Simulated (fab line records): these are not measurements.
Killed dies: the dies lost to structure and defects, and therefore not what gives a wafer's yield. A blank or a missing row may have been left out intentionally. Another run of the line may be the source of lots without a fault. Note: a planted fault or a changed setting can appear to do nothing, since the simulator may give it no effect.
fab line records	flow nandHarc
[record] lots = 24	wafers = 72	lastDay = 33
route steps=1302 shown P_M0@265 P_M1@297 P_M2@333
lots untouched by any fault: they come from a run of this same line in which no faults occurred
startH: start of the lot's first displayed wafer, in hours after the record's first day	waitH: time in hours since the lot's previous step	" same as the row above	L1.1+2: a single row standing in for several wafers	- value missing, or start not given	* or withheld: withheld	< > ~ a bound
route shown NAME@n: names a module that has steps shown in the file, with the first one's number in the route	usual: average and standard deviation across the fault-free wafers	same: alike in all rows	chamber/n: place in a boat	sites: each site's reading	_std_site: how widely they spread, as a standard deviation	_edge_site: mean of outer sites minus mean of inner sites	radiusMm: for every site, how far away it sits from the centre of the wafer	mask NAME#n: copy n	behind: the tool/chamber that last shaped the wafer	hold: cause of the lot's hold/its duration in hours/its outcome	device: the transistor (n, p or np) that didn't switch	end of line: tests run on the same wafers once the route is complete	for a step that has no rows: nothing shown but its recipe	killed: the dies lost at the first sort to structure and to defects; this is not the yield of the wafer	map: a wafer's dies, x killed, . not, _ none there
set.NAME: the setting the step ran with; set.NAME@STEP: the setting that earlier step ran with	model.NAME: the simulator's own value behind a step, which no gauge read
steps of the route over a sample of lots; a table a step, a row a wafer
services: when a tool's chamber went out of use (startH, in hours from the record's first day, below 0 if earlier), for how many hours, and the reason
[[steps]]
[step NHARC_P_M0_INSPECT_11]
[usual] rawDefectCount = 4.2/2.5
lot.wafer	tool	chamber	startH	waitH	rawDefectCount
L074.1	defectInspect-02	-	121.56	0.0	3
L074.2	"	-	"	"	0
L074.4	"	-	"	"	0
L075.1	defectInspect-02	-	133.67	0.0	1
L075.3	"	-	"	"	5
L075.4	"	-	"	"	4
L076.2	defectInspect-02	-	143.03	0.0	2
L076.3	"	-	"	"	2
L076.4	"	-	"	"	3
L077.1	defectInspect-02	-	156.22	0.0	3
L077.5	"	-	"	"	8
L077.6	"	-	"	"	1
L078.2	defectInspect-02	-	160.34	0.0	3
L078.3	"	-	"	"	3
L078.4	"	-	"	"	4
L079.3	defectInspect-01	-	176.29	0.0	2
L079.5	"	-	"	"	3
L079.6	"	-	"	"	7
L080.1	defectInspect-01	-	177.33	0.0	2
L080.2	"	-	"	"	8
L080.5	"	-	"	"	8
L081.3	defectInspect-02	-	192.98	0.0	3
L081.4	"	-	"	"	0
L081.5	"	-	"	"	5
L082.1	defectInspect-02	-	203.94	0.0	4
L082.2	"	-	"	"	1
L082.6	"	-	"	"	5
L083.1	defectInspect-01	-	209.53	0.0	4
L083.4	"	-	"	"	2
L083.5	"	-	"	"	6
L084.2	defectInspect-02	-	216.88	0.0	5
L084.3	"	-	"	"	9
L084.6	"	-	"	"	6
L085.1	defectInspect-01	-	234.52	0.0	5
L085.3	"	-	"	"	1
L085.6	"	-	"	"	5
L086.2	defectInspect-02	-	242.26	0.0	4
L086.3	"	-	"	"	1
L086.4	"	-	"	"	7
L087.2	defectInspect-01	-	247.45	0.0	3
L087.3	"	-	"	"	0
L087.6	"	-	"	"	1
L089.3	defectInspect-01	-	268.61	0.0	8
L089.5	"	-	"	"	8
L089.6	"	-	"	"	9
L088.3	defectInspect-01	-	269.29	0.0	2
L088.4	"	-	"	"	0
L088.6	"	-	"	"	5
L090.1	defectInspect-02	-	285.49	0.0	4
L090.2	"	-	"	"	6
L090.3	"	-	"	"	4
L092.3	defectInspect-02	-	299.76	0.0	5
L092.4	"	-	"	"	4
L092.5	"	-	"	"	4
L091.2	defectInspect-01	-	306.68	0.0	7
L091.3	"	-	"	"	6
L091.6	"	-	"	"	5
L093.2	defectInspect-01	-	313.14	0.0	2
L093.3	"	-	"	"	6
L093.5	"	-	"	"	6
L094.1	defectInspect-02	-	322.33	0.0	5
L094.3	"	-	"	"	6
L094.4	"	-	"	"	5
L095.3	defectInspect-02	-	326.56	0.0	7
L095.5	"	-	"	"	6
L095.6	"	-	"	"	6
L096.1	defectInspect-01	-	345.23	0.0	7
L096.3	"	-	"	"	4
L096.5	"	-	"	"	13
L097.2	defectInspect-02	-	348.99	0.0	5
L097.3	"	-	"	"	5
L097.4	"	-	"	"	2
[step NHARC_P_M0_CMP_23]
[recipe] tOverpolishS = 20	targetThkNm = 117.54
[usual] motorCurrentA = 11.8/1.2	timeToEndpointS = 30/4.1
lot.wafer	tool	chamber	startH	waitH	motorCurrentA	timeToEndpointS
L074.4	cmp-01	1	123.61	-	13.6	30
L074.2	"	2	"	"	12.6	36
L074.1	"	0	"	"	13.4	28
L075.4	cmp-03	3	135.75	-	9.7	29
L075.1	"	0	"	"	11.3	28
L075.3	"	1	"	"	12.0	29
L076.4	cmp-02	0	145.48	-	10.5	24
L076.2	"	1	"	"	13.5	26
L076.3	"	2	"	"	11.2	32
L077.1	cmp-02	0	158.35	-	10.8	22
L077.6	"	2	"	"	10.6	30
L077.5	"	3	"	"	11.0	28
L078.3	cmp-02	3	162.40	-	11.2	27
L078.2	"	1	"	"	13.7	29
L078.4	"	2	"	"	11.0	31
L079.3	cmp-01	3	178.36	-	12.0	26
L079.5	"	2	"	"	12.4	36
L079.6	"	3	"	"	12.1	24
L080.1	cmp-02	3	179.47	-	11.6	27
L080.2	"	2	"	"	10.7	32
L080.5	"	3	"	"	10.8	29
L081.4	cmp-03	0	195.14	-	11.5	30
L081.3	"	2	"	"	11.8	22
L081.5	"	3	"	"	10.1	31
L082.2	cmp-01	1	206.12	-	14.1	32
L082.1	"	2	"	"	12.6	37
L082.6	"	3	"	"	12.1	27
L083.4	cmp-03	2	211.67	-	11.8	23
L083.1	"	0	"	"	11.4	33
L083.5	"	1	"	"	12.0	33
L084.2	cmp-03	1	219.01	-	12.0	32
L084.3	"	2	"	"	11.7	22
L084.6	"	3	"	"	10.4	29
L085.3	cmp-02	0	236.65	-	10.2	27
L085.1	"	2	"	"	10.7	34
L085.6	"	0	"	"	10.4	28
L086.2	cmp-03	1	244.35	-	12.6	34
L086.4	"	2	"	"	12.4	24
L086.3	"	0	"	"	11.5	32
L087.3	cmp-01	2	249.79	-	12.6	34
L087.2	"	1	"	"	14.2	30
L087.6	"	3	"	"	12.2	26
L089.3	cmp-01	2	270.73	-	12.4	37
L089.5	"	0	"	"	12.7	32
L089.6	"	1	"	"	13.6	33
L088.4	cmp-01	0	271.46	-	12.5	31
L088.3	"	1	"	"	14.2	31
L088.6	"	0	"	"	13.1	30
L090.1	cmp-03	2	287.56	-	11.7	25
L090.2	"	0	"	"	11.2	33
L090.3	"	1	"	"	11.1	34
L092.3	cmp-03	1	301.89	-	11.2	36
L092.4	"	2	"	"	12.5	25
L092.5	"	3	"	"	9.8	30
L091.3	cmp-02	3	308.74	-	11.5	31
L091.2	"	0	"	"	10.8	29
L091.6	"	3	"	"	10.7	30
L093.2	cmp-03	0	315.24	-	10.9	33
L093.3	"	1	"	"	11.6	35
L093.5	"	1	"	"	11.9	36
L094.4	cmp-01	2	324.40	-	12.3	34
L094.3	"	0	"	"	13.0	25
L094.1	"	1	"	"	14.0	28
L095.3	cmp-01	3	328.63	-	12.4	27
L095.5	"	3	"	"	12.5	28
L095.6	"	0	"	"	13.2	27
L096.3	cmp-02	1	347.32	-	13.6	30
L096.1	"	2	"	"	11.0	38
L096.5	"	1	"	"	13.2	34
L097.4	cmp-02	2	351.15	-	11.3	38
L097.3	"	3	"	"	10.6	30
L097.2	"	0	"	"	10.2	28
[step NHARC_P_M1_INSPECT_11]
[usual] rawDefectCount = 4.4/2.4
lot.wafer	tool	chamber	startH	waitH	rawDefectCount
L074.1	defectInspect-01	-	125.64	0.0	5
L074.2	"	-	"	"	3
L074.4	"	-	"	"	2
L075.1	defectInspect-02	-	137.69	0.0	3
L075.3	"	-	"	"	5
L075.4	"	-	"	"	7
L076.2	defectInspect-01	-	147.33	0.0	6
L076.3	"	-	"	"	5
L076.4	"	-	"	"	5
L077.1	defectInspect-01	-	160.29	0.0	4
L077.5	"	-	"	"	10
L077.6	"	-	"	"	3
L078.2	defectInspect-01	-	164.28	0.0	6
L078.3	"	-	"	"	3
L078.4	"	-	"	"	5
L079.3	defectInspect-02	-	180.31	0.0	3
L079.5	"	-	"	"	2
L079.6	"	-	"	"	6
L080.1	defectInspect-02	-	181.33	0.0	5
L080.2	"	-	"	"	7
L080.5	"	-	"	"	3
L081.3	defectInspect-02	-	197.00	0.0	4
L081.4	"	-	"	"	1
L081.5	"	-	"	"	6
L082.1	defectInspect-02	-	208.03	0.0	2
L082.2	"	-	"	"	2
L082.6	"	-	"	"	2
L083.1	defectInspect-01	-	213.63	0.0	2
L083.4	"	-	"	"	3
L083.5	"	-	"	"	5
L084.2	defectInspect-01	-	220.83	0.0	9
L084.3	"	-	"	"	14
L084.6	"	-	"	"	7
L085.1	defectInspect-01	-	238.61	0.0	0
L085.3	"	-	"	"	2
L085.6	"	-	"	"	0
L086.2	defectInspect-01	-	246.37	0.0	4
L086.3	"	-	"	"	2
L086.4	"	-	"	"	3
L087.2	defectInspect-02	-	251.83	0.0	3
L087.3	"	-	"	"	3
L087.6	"	-	"	"	2
L089.3	defectInspect-01	-	272.52	0.0	8
L089.5	"	-	"	"	7
L089.6	"	-	"	"	9
L088.3	defectInspect-01	-	273.34	0.0	6
L088.4	"	-	"	"	1
L088.6	"	-	"	"	5
L090.1	defectInspect-01	-	289.55	0.0	3
L090.2	"	-	"	"	5
L090.3	"	-	"	"	5
L092.3	defectInspect-02	-	303.70	0.0	5
L092.4	"	-	"	"	3
L092.5	"	-	"	"	8
L091.2	defectInspect-01	-	310.61	0.0	5
L091.3	"	-	"	"	5
L091.6	"	-	"	"	6
L093.2	defectInspect-02	-	317.36	0.0	2
L093.3	"	-	"	"	3
L093.5	"	-	"	"	5
L094.1	defectInspect-02	-	326.65	0.0	2
L094.3	"	-	"	"	1
L094.4	"	-	"	"	2
L095.3	defectInspect-01	-	330.49	0.0	7
L095.5	"	-	"	"	3
L095.6	"	-	"	"	5
L096.1	defectInspect-02	-	349.19	0.0	6
L096.3	"	-	"	"	4
L096.5	"	-	"	"	10
L097.2	defectInspect-01	-	353.22	0.0	4
L097.3	"	-	"	"	5
L097.4	"	-	"	"	3
[step NHARC_P_M1_PRE_CLEAN_30]
[recipe] timeS = 30	tempC = 280	gas = H2/He
[usual] heaterPowerW = 403/33
lot.wafer	tool	chamber	startH	waitH	heaterPowerW
L074.1	pvdSputter-02	-	-	-	438
L074.2	"	-	"	"	384
L074.4	"	-	"	"	377
L075.3	pvdSputter-02	-	-	-	441
L075.1	"	-	"	"	385
L075.4	"	-	"	"	376
L076.4	pvdSputter-03	-	-	-	400
L076.3	"	-	"	"	434
L076.2	"	-	"	"	348
L077.1	pvdSputter-02	-	-	-	391
L077.6	"	-	"	"	381
L077.5	"	-	"	"	439
L078.2	pvdSputter-02	-	-	-	388
L078.4	"	-	"	"	373
L078.3	"	-	"	"	425
L079.3	pvdSputter-01	-	-	-	399
L079.5	"	-	"	"	394
L079.6	"	-	"	"	412
L080.1	pvdSputter-03	-	-	-	407
L080.2	"	-	"	"	427
L080.5	"	-	"	"	415
L081.3	pvdSputter-02	-	-	-	376
L081.4	"	-	"	"	436
L081.5	"	-	"	"	376
L082.1	pvdSputter-02	-	-	-	444
L082.2	"	-	"	"	426
L082.6	"	-	"	"	373
L083.1	pvdSputter-01	-	-	-	379
L083.4	"	-	"	"	402
L083.5	"	-	"	"	412
L084.3	pvdSputter-03	-	-	-	405
L084.2	"	-	"	"	421
L084.6	"	-	"	"	416
L085.3	pvdSputter-01	-	-	-	335
L085.1	"	-	"	"	431
L085.6	"	-	"	"	340
L086.3	pvdSputter-03	-	-	-	429
L086.2	"	-	"	"	422
L086.4	"	-	"	"	407
L087.3	pvdSputter-02	-	-	-	391
L087.2	"	-	"	"	379
L087.6	"	-	"	"	424
L089.3	pvdSputter-01	-	-	-	440
L089.6	"	-	"	"	351
L089.5	"	-	"	"	392
L088.4	pvdSputter-03	-	-	-	425
L088.3	"	-	"	"	362
L088.6	"	-	"	"	400
L090.2	pvdSputter-03	-	-	-	406
L090.1	"	-	"	"	435
L090.3	"	-	"	"	416
L092.4	pvdSputter-02	-	-	-	454
L092.3	"	-	"	"	389
L092.5	"	-	"	"	434
L091.2	pvdSputter-02	-	-	-	378
L091.3	"	-	"	"	453
L091.6	"	-	"	"	461
L093.3	pvdSputter-02	-	-	-	457
L093.2	"	-	"	"	439
L093.5	"	-	"	"	360
L094.3	pvdSputter-03	-	-	-	427
L094.4	"	-	"	"	358
L094.1	"	-	"	"	410
L095.3	pvdSputter-02	-	-	-	376
L095.5	"	-	"	"	375
L095.6	"	-	"	"	465
L096.3	pvdSputter-01	-	-	-	435
L096.1	"	-	"	"	378
L096.5	"	-	"	"	432
L097.4	pvdSputter-02	-	-	-	381
L097.2	"	-	"	"	385
L097.3	"	-	"	"	437
[step NHARC_P_M2_ETCH_15]
[recipe] targetDepthA = 1825	timeS = 91.2	c4f8FlowSccm = withheld	arFlowSccm = 400	rfW = 600	biasW = 300	chemistry = C4F8/Ar
[usual] chamberPressureMTorr = 25.00/0.034	oesProductAu = 0.946/0.022	rfVppV = 440.4/2.3
lot.wafer	tool	chamber	startH	waitH	chamberPressureMTorr	oesProductAu	rfHoursCounterH	rfVppV
L074.2	rieDiel-05	2	-	-	24.97	0.969	4.2	444.1
L074.1	"	3	"	"	25.00	0.991	3.9	437.7
L074.4	"	1	"	"	25.00	0.969	3.9	439.3
L075.1	rieDiel-08	1	-	-	24.99	0.925	4.8	438.3
L075.3	"	2	"	"	25.04	0.945	5.9	441.0
L075.4	"	3	"	"	25.01	0.946	5.9	440.1
L076.2	rieDiel-08	2	-	-	24.96	0.947	6.1	441.9
L076.4	"	3	"	"	25.01	0.933	6.2	439.6
L076.3	"	1	"	"	25.05	0.921	5.0	439.7
L077.1	rieDiel-05	0	-	-	25.01	0.939	4.9	441.2
L077.6	"	0	"	"	24.99	0.938	-	441.1
L077.5	"	1	"	"	25.01	0.968	-	439.0
L078.2	rieDiel-06	2	-	-	25.02	0.958	1.9	444.5
L078.4	"	3	"	"	24.99	0.948	1.8	440.8
L078.3	"	1	"	"	24.96	0.969	1.1	437.5
L079.3	rieDiel-05	1	-	-	24.98	0.920	6.1	439.5
L079.6	"	0	"	"	24.97	0.910	-	441.1
L079.5	"	1	"	"	24.98	0.921	-	440.4
L080.2	rieDiel-05	2	-	-	25.02	0.926	6.9	442.4
L080.1	"	3	"	"	25.02	0.931	6.0	437.0
L080.5	"	1	"	"	24.98	0.925	-	440.0
L081.4	rieDiel-06	2	-	-	24.97	0.935	3.4	441.1
L081.3	"	3	"	"	24.99	0.930	3.7	440.1
L081.5	"	2	"	"	25.01	0.940	-	442.2
L082.2	rieDiel-05	3	-	-	25.04	0.950	7.1	435.7
L082.1	"	0	"	"	25.00	0.930	7.0	440.7
L082.6	"	2	"	"	25.01	0.944	-	443.1
L083.1	rieDiel-08	3	-	-	24.98	0.993	0.8	440.0
L083.4	"	1	"	"	25.04	0.972	1.2	439.3
L083.5	"	3	"	"	25.01	0.973	-	438.7
L084.2	rieDiel-05	1	-	-	25.00	0.957	9.4	439.6
L084.3	"	2	"	"	25.01	0.973	9.3	441.4
L084.6	"	3	"	"	24.99	1.006	-	435.7
L085.3	rieDiel-08	1	-	-	24.96	0.976	2.2	439.1
L085.1	"	3	"	"	25.00	0.918	3.2	438.7
L085.6	"	1	"	"	25.00	0.980	-	438.3
L086.4	rieDiel-08	0	-	-	25.01	0.938	1.9	443.8
L086.3	"	1	"	"	25.02	0.938	2.3	438.1
L086.2	"	2	"	"	25.05	0.927	3.8	441.0
L087.2	rieDiel-06	2	-	-	25.00	0.938	5.3	442.6
L087.3	"	1	"	"	25.01	0.943	4.4	434.9
L087.6	"	2	"	"	25.00	0.930	-	442.8
L089.3	rieDiel-05	0	-	-	25.00	0.961	0.7	440.4
L089.6	"	3	"	"	24.99	0.981	-	437.7
L089.5	"	0	"	"	25.01	0.968	-	439.4
L088.4	rieDiel-08	2	-	-	24.97	0.944	6.0	441.4
L088.3	"	3	"	"	24.98	0.905	6.2	438.8
L088.6	"	3	"	"	25.02	0.921	-	438.8
L090.1	rieDiel-08	0	-	-	24.95	0.922	5.0	443.9
L090.2	"	1	"	"	24.98	0.943	4.8	438.4
L090.3	"	2	"	"	25.02	0.931	6.5	441.0
L092.3	rieDiel-08	3	-	-	24.99	0.918	7.6	438.6
L092.5	"	2	"	"	24.98	0.950	-	443.0
L092.4	"	3	"	"	24.99	0.913	-	439.4
L091.2	rieDiel-05	1	-	-	24.99	0.944	1.8	439.7
L091.3	"	2	"	"	25.02	0.949	2.4	442.2
L091.6	"	1	"	"	24.96	0.948	-	440.0
L093.2	rieDiel-08	2	-	-	25.01	0.939	7.8	440.9
L093.3	"	3	"	"	24.98	0.925	7.8	439.9
L093.5	"	2	"	"	25.05	0.942	-	442.3
L094.4	rieDiel-05	2	-	-	25.01	0.967	3.5	443.2
L094.3	"	3	"	"	25.00	0.972	3.6	437.6
L094.1	"	0	"	"	25.27	0.958	3.1	440.3
L095.3	rieDiel-08	1	-	-	25.03	0.945	6.8	439.2
L095.6	"	3	"	"	24.94	0.922	-	439.9
L095.5	"	0	"	"	24.94	0.930	-	442.2
L096.1	rieDiel-05	1	-	-	24.98	0.989	3.5	439.9
L096.3	"	2	"	"	25.04	0.995	4.3	443.4
L096.5	"	1	"	"	25.02	0.988	-	440.5
L097.2	rieDiel-06	3	-	-	24.98	0.928	2.5	438.9
L097.3	"	1	"	"	24.96	0.929	2.9	435.7
L097.4	"	2	"	"	24.99	0.928	2.8	444.6
[step NHARC_P_M2_CD_MEAS_16]
[usual] cdNm = 169.7/1.3
lot.wafer	tool	chamber	startH	waitH	cdNm
L074.1	cdSem-03	-	130.47	-	170.7
L074.2	"	-	"	"	167.4
L074.4	"	-	"	"	169.8
L075.1	cdSem-02	-	142.55	-	170.8
L075.3	"	-	"	"	173.1
L075.4	"	-	"	"	170.0
L076.2	cdSem-03	-	151.90	-	168.6
L076.3	"	-	"	"	169.1
L076.4	"	-	"	"	169.9
L077.1	cdSem-02	-	164.96	-	170.1
L077.5	"	-	"	"	169.1
L077.6	"	-	"	"	168.2
L078.2	cdSem-03	-	168.65	-	172.2
L078.3	"	-	"	"	170.7
L078.4	"	-	"	"	171.8
L079.3	cdSem-03	-	184.74	-	170.1
L079.5	"	-	"	"	168.4
L079.6	"	-	"	"	168.5
L080.1	cdSem-03	-	185.85	-	168.5
L080.2	"	-	"	"	169.5
L080.5	"	-	"	"	168.8
L081.3	cdSem-03	-	201.39	-	172.1
L081.4	"	-	"	"	170.7
L081.5	"	-	"	"	171.2
L082.1	cdSem-02	-	212.50	-	172.7
L082.2	"	-	"	"	171.6
L082.6	"	-	"	"	171.9
L083.1	cdSem-03	-	218.02	-	167.9
L083.4	"	-	"	"	168.5
L083.5	"	-	"	"	169.5
L084.2	cdSem-02	-	225.37	-	170.9
L084.3	"	-	"	"	171.9
L084.6	"	-	"	"	172.0
L085.1	cdSem-02	-	243.13	-	169.4
L085.3	"	-	"	"	167.6
L085.6	"	-	"	"	170.1
L086.2	cdSem-02	-	250.91	-	168.3
L086.3	"	-	"	"	170.4
L086.4	"	-	"	"	171.0
L087.2	cdSem-02	-	256.45	-	170.3
L087.3	"	-	"	"	170.9
L087.6	"	-	"	"	172.2
L089.3	cdSem-02	-	277.04	-	170.0
L089.5	"	-	"	"	170.1
L089.6	"	-	"	"	169.5
L088.3	cdSem-02	-	277.88	-	170.0
L088.4	"	-	"	"	168.8
L088.6	"	-	"	"	168.3
L090.1	cdSem-03	-	294.06	-	169.1
L090.2	"	-	"	"	170.3
L090.3	"	-	"	"	168.3
L092.3	cdSem-01	-	308.27	-	169.7
L092.4	"	-	"	"	171.1
L092.5	"	-	"	"	172.0
L091.2	cdSem-01	-	315.63	-	169.6
L091.3	"	-	"	"	171.4
L091.6	"	-	"	"	171.1
L093.2	cdSem-02	-	322.04	-	169.6
L093.3	"	-	"	"	168.6
L093.5	"	-	"	"	170.4
L094.1	cdSem-03	-	331.03	-	169.4
L094.3	"	-	"	"	169.5
L094.4	"	-	"	"	167.7
L095.3	cdSem-01	-	334.97	-	169.0
L095.5	"	-	"	"	167.8
L095.6	"	-	"	"	168.6
L096.1	cdSem-02	-	353.85	-	168.4
L096.3	"	-	"	"	168.6
L096.5	"	-	"	"	170.1
L097.2	cdSem-03	-	357.71	-	168.5
L097.3	"	-	"	"	170.3
L097.4	"	-	"	"	169.1
[[services]]
tool	chamber	startH	hours	kind
pvdSputter-02	-	100.22	0.5	repair
pvdSputter-02	-	104.06	10.0	pm
cmp-02	-	108.55	2.0	repair
cmp-01	-	126.43	1.4	repair
cmp-01	-	130.59	1.5	repair
cmp-02	-	134.50	4.0	pm
cmp-01	-	155.68	6.7	repair
cmp-03	-	162.10	4.0	pm
rieDiel-08	1	171.81	2.3	repair
cmp-02	-	178.34	0.9	repair
cmp-02	-	185.37	2.1	repair
cmp-01	-	185.50	4.0	pm
rieDiel-08	-	190.80	9.0	pm
pvdSputter-02	-	214.05	1.7	repair
cmp-02	-	215.07	0.8	repair
rieDiel-08	1	221.98	10.4	repair
cmp-02	-	222.98	5.6	repair
rieDiel-08	0	224.03	3.3	repair
rieDiel-05	2	226.72	16.2	repair
rieDiel-05	-	229.73	9.0	pm
rieDiel-08	0	231.45	4.5	repair
pvdSputter-02	-	282.06	10.0	pm
rieDiel-05	1	288.55	9.2	repair
rieDiel-08	0	307.62	2.7	repair
[[key]]
fault none
